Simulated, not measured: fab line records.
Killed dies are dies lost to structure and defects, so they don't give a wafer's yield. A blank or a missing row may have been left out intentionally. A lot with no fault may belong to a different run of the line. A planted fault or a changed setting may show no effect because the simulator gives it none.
Matching of chambers + flow nand harc + NHARC_A_ONON_D1_DEP_33 on pecvd-02 has 3 sister chambers
The step deposits SiO2, target thk 200 nm. 3 wafers are shown with their chamber, then 7 later ones without.

== WAFERS, EACH WITH ITS CHAMBER ==
| wafer  | chamber | heater power w (W) |
|--------|---------|--------------------|
| L519.4 | 1       | 445                |
| L522.1 | 0       | 441                |
| L522.4 | 2       | 658                |

== WAFERS WITHOUT THEIR CHAMBER ==
| wafer  | heater power w (W) |
|--------|--------------------|
| L522.6 | 478                |
| L525.1 | 663                |
| L525.3 | 485                |
| L525.5 | 712                |
| L529.1 | 501                |
| L529.3 | 730                |
| L529.4 | 366                |

== WHICH CHAMBER EACH WENT THROUGH ==
| wafer  | from the rows above          | in truth |
|--------|------------------------------|----------|
| L522.6 | can't be placed: 1 or 0      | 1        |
| L525.1 | 2                            | 2        |
| L525.3 | can't be placed: 1 or 0      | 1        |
| L525.5 | 2                            | 2        |
| L529.1 | can't be placed: 1 or 0 or 2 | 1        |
| L529.3 | 2                            | 2        |
| L529.4 | can't be placed: 0 or 1      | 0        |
Correct placement for 3 of the 7. These rows do not allow placing 4 (true chamber among the candidates in 4). Number placed wrongly: 0.
How it was worked out, from the rows above alone: a wafer's distance from a chamber is the root of the sum, over the readings, of the square of ((its reading less the chamber's mean) divided by the reading's scatter). If the next closest chamber is less than 2 further off than the closest, the wafer can't be placed; otherwise it belongs to the closest. A chamber's mean is the mean of its shown wafers. The scatter (one wafer shown for each chamber): square how far every hidden wafer sits from the nearest shown wafer, average those squares and take the square root.
